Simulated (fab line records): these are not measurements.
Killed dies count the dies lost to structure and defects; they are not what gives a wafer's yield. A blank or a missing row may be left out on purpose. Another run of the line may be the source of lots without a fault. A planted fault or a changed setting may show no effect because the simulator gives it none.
Which tool was responsible?    flow n5 finfet    24 lots with 72 wafers sampled at 3 steps, on a route of 1938 steps

WHAT THE GAUGES SHOWED, per wafer
N5_BEOL_M14_INSPECT_55: inspects for defects (darkfield).
lot   measured      on                 raw defect count
L074  day 10 17:00  defect inspect-01  62 49 69
L076  day 10 22:46  defect inspect-02  80 120 77
L075  day 11 00:01  defect inspect-02  58 44 72
L077  day 11 19:41  defect inspect-01  46 55 84
L080  day 11 21:47  defect inspect-02  62 71 49
L079  day 12 02:51  defect inspect-01  44 72 55
L078  day 12 05:15  defect inspect-01  75 61 99
L081  day 12 12:41  defect inspect-02  57 43 88
L083  day 12 18:00  defect inspect-01  53 39 35
L082  day 12 20:50  defect inspect-01  84 87 64
L084  day 12 21:29  defect inspect-01  95 81 99
L085  day 13 09:14  defect inspect-01  35 48 30
L086  day 13 16:58  defect inspect-01  90 63 72
L087  day 13 19:44  defect inspect-01  54 69 55
L088  day 14 10:10  defect inspect-02  63 71 62
L090  day 14 12:09  defect inspect-02  51 75 73
L091  day 14 17:45  defect inspect-01  47 68 48
L089  day 14 19:19  defect inspect-02  78 49 88
L092  day 14 20:53  defect inspect-02  55 67 45
L093  day 15 00:58  defect inspect-01  44 68 42
L094  day 15 04:02  defect inspect-02  79 93 54
L095  day 16 06:44  defect inspect-01  127 59 104
L096  day 16 07:01  defect inspect-01  53 99 65
L097  day 16 20:28  defect inspect-02  69 124 50

N5_BEOL_M15_OVL_MEAS_11.
lot   measured      on          V14_OVL (nm)
L074  day 10 17:37  overlay-02  0 1 6
L076  day 10 23:23  overlay-02  0 3 4
L075  day 11 00:38  overlay-02  -1 -1 4
L077  day 11 20:19  overlay-02  3 -6 -1
L080  day 11 22:31  overlay-01  3 3 -1
L079  day 12 03:35  overlay-01  5 -2 -1
L078  day 12 05:52  overlay-01  -5 -2 0
L081  day 12 13:19  overlay-01  7 2 3
L083  day 12 18:37  overlay-02  -2 -6 2
L082  day 12 21:35  overlay-02  -2 4 3
L084  day 12 22:14  overlay-01  1 2 2
L085  day 13 09:59  overlay-02  2 4 -3
L086  day 13 17:43  overlay-02  -1 3 0
L087  day 13 20:21  overlay-01  1 2 1
L088  day 14 10:47  overlay-01  -5 -3 -4
L090  day 14 12:46  overlay-01  2 11 1
L091  day 14 18:29  overlay-02  9 8 -1
L089  day 14 19:56  overlay-02  -3 -2 -5
L092  day 14 21:44  overlay-01  -10 -11 -12
L093  day 15 01:45  overlay-01  13 10 -2
L094  day 15 04:39  overlay-02  11 -3 -4
L095  day 16 07:22  overlay-02  5 10 5
L096  day 16 07:38  overlay-01  5 7 -1
L097  day 16 21:05  overlay-01  12 -1 5

N5_BEOL_M15_INSPECT_30: inspects for defects (macro).
lot   measured      on                 raw defect count
L074  day 10 19:11  defect inspect-02  1 1 2
L076  day 11 00:59  defect inspect-02  5 1 1
L075  day 11 02:07  defect inspect-02  0 0 4
L077  day 11 21:48  defect inspect-01  1 1 1
L080  day 12 00:01  defect inspect-01  3 1 2
L079  day 12 05:11  defect inspect-02  2 1 2
L078  day 12 07:29  defect inspect-01  1 2 2
L081  day 12 15:21  defect inspect-02  1 2 4
L083  day 12 20:06  defect inspect-01  5 3 4
L082  day 12 23:04  defect inspect-02  2 1 2
L084  day 12 23:50  defect inspect-02  1 4 4
L085  day 13 12:05  defect inspect-02  3 0 2
L086  day 13 19:12  defect inspect-02  4 0 2
L087  day 13 22:31  defect inspect-02  1 3 2
L088  day 14 12:25  defect inspect-01  1 1 1
L090  day 14 14:32  defect inspect-01  3 3 0
L091  day 14 20:16  defect inspect-02  3 1 6
L089  day 14 21:26  defect inspect-01  2 1 2
L092  day 14 23:20  defect inspect-01  2 5 0
L093  day 15 03:14  defect inspect-02  1 1 4
L094  day 15 06:08  defect inspect-02  3 5 2
L095  day 16 08:55  defect inspect-01  1 0 3
L096  day 16 09:24  defect inspect-01  1 3 0
L097  day 16 22:44  defect inspect-02  4 6 3

WHAT TOOL EACH LOT RAN ON (gives the tool, then ch and the chambers of the sampled wafers, and finally the start)
There is no process step in the record ahead of these readings.

AS READ BY THE TOOLS THEMSELVES (means over the sampled wafers that have a number; for cases with no such wafer, the mark the record gives instead)
The record holds no such reading with a usual standard deviation.

THE ANSWER, worked out from the rows above alone
Rule: the usual values come from the lots themselves. The widest of any qualifying gaps counts: lots, ordered by their means at a reading, are off when they make up no more than a third of the lots, leave a main group of 4 or more, and stand apart from it by 3 or more times the standard deviation of that group's means. Not used: any main group whose means are identical at the precision the tables above print for the reading. Also off: a lot with no number at a reading for which 4 or more lots have one. All remaining lots with rows at the step are treated as sound. The gauges are gone through in route order, then the tools' own readings, and for those a lot's mean is taken as printed above. At the first step where some lot is off, the reading lying furthest off is the one used; lots without a number count as furthest.
Nothing can be told from this: no lot is off at any reading shown.

WHAT THE SIMULATOR HAD INSERTED
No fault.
